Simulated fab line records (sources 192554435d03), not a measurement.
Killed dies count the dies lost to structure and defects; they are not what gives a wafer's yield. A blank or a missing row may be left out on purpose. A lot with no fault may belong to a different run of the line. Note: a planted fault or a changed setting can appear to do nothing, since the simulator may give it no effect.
2 desks, one fault || flow n5-finfet || what lay behind the numbers comes last; until then each desk has only its own

DESK OF THE TOOL OWNER: pvd-sputter-01
The tool's own readings at N5_BEOL_M2_SPUTTER_48 (material Cu, target thk 4.5 nm, time 8.29 s): means of the sampled wafers that have a number, for each lot that ran on this tool. A lot is out of limits, marked OUT, if its mean lies more than 4 standard deviations from the usual mean; the brackets give that distance.
Columns: A = chamber-pressure-pa at N5_BEOL_M2_SPUTTER_48, usual 0.07 Pa; B = substrate-temp-c at N5_BEOL_M2_SPUTTER_48, usual -19.99 C; C = throttle-valve-pct at N5_BEOL_M2_SPUTTER_48, usual 30.1 %
{"lot": "L399", "first seen here": "day 7 00:56", "A": 0.07, "B": -20.03, "C": 31.5}
{"lot": "L403", "first seen here": "day 8 11:55", "A": 0.07, "B": -19.98, "C": 29.3}
{"lot": "L406", "first seen here": "day 8 17:57", "A": 0.07, "B": -19.95, "C": 31.9}
{"lot": "L407", "first seen here": "day 9 14:50", "A": 0.07, "B": -19.97, "C": 31.0}
{"lot": "L410", "first seen here": "day 10 20:41", "A": 0.07, "B": -19.94, "C": 30.3}
{"lot": "L414", "first seen here": "day 11 05:33", "A": 0.07, "B": -19.96, "C": 30.5}
{"lot": "L416", "first seen here": "day 11 20:11", "A": 0.07, "B": -19.99, "C": 30.5}
Finding of this desk: none of the 7 lots has anything out of limits.

THE METROLOGY DESK
Lot by lot, what the gauges showed, no matter which tool ran the lot: averages of those sampled wafers that carry a number. A lot is out of limits, marked OUT, if its mean lies more than 4 standard deviations from the usual mean; the brackets give that distance.
Columns: A = cd-nm at N5_PASSIVATION_CD_MEAS_10, usual 3000.4 nm
{"lot": "L397", "first seen here": "day 12 03:12", "A": 2998.5}
{"lot": "L399", "first seen here": "day 12 03:53", "A": 3001.6}
{"lot": "L400", "first seen here": "day 12 04:10", "A": 2999.9}
{"lot": "L402", "first seen here": "day 12 13:14", "A": 2999.5}
{"lot": "L403", "first seen here": "day 13 02:48", "A": 2997.3}
{"lot": "L404", "first seen here": "day 13 09:29", "A": 2999.4}
{"lot": "L405", "first seen here": "day 13 13:55", "A": 3002.2}
{"lot": "L406", "first seen here": "day 13 18:45", "A": 3002.1}
{"lot": "L407", "first seen here": "day 14 07:31", "A": 2999.6}
{"lot": "L410", "first seen here": "day 15 17:26", "A": 2999.5}
{"lot": "L414", "first seen here": "day 16 11:43", "A": 3002.1}
{"lot": "L416", "first seen here": "day 16 23:01", "A": 3000.7}
Finding of this desk: none of the 12 lots has anything out of limits.

PUT TOGETHER
Nothing out of limits was seen by the tool owner's desk.
Metrology desk: nothing out of limits seen.

WHAT HAD BEEN PUT IN BY THE SIMULATOR
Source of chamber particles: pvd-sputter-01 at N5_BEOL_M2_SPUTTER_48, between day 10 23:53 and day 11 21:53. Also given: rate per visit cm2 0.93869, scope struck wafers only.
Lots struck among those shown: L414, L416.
